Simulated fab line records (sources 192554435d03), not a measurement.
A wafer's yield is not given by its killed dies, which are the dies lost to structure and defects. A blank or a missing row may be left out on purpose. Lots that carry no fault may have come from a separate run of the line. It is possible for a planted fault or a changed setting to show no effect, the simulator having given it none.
Matching of chambers    flow n5 finfet    N5_BEOL_M0_SAQP_MANDREL1_REMOVE_100 on rie si-05 has 3 sister chambers
The step chemistry HBr/Cl2/O2, target a-Si, stops on SiNx, bt time 10 s. 3 wafers are shown with their chamber, then 6 later ones without.

## WAFERS PAIRED WITH THEIR CHAMBERS
wafer   chamber  throttle valve pct (%)
L091.1  2        36.90
L091.3  3        36.50
L093.2  1        36.47

## WAFERS WITHOUT THEIR CHAMBER
wafer   throttle valve pct (%)
L093.6  36.50
L094.1  36.49
L094.4  36.46
L094.6  36.48
L097.1  36.48
L097.5  36.45

## WHICH CHAMBER EACH ONE RAN IN
wafer   from the rows above      in truth
L093.6  3                        3
L094.1  can't be placed: 3 or 1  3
L094.4  1                        1
L094.6  can't be placed: 1 or 3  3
L097.1  can't be placed: 1 or 3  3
L097.5  1                        1
Correctly placed: 3 of 6. Unplaceable from these rows: 3, with the true chamber sitting among the candidates in 3. 0 placed wrongly.
How it was worked out, from the rows above alone: a wafer's distance from a chamber is the root of the sum, over the readings, of the square of ((its reading less the chamber's mean) divided by the reading's scatter). The wafer belongs to the nearest chamber; if the next one is less than 2 further off, it can't be placed. Each chamber's mean is taken over the wafers shown for it. The scatter (one wafer shown for each chamber): square how far every hidden wafer sits from the nearest shown wafer, average those squares and take the square root.
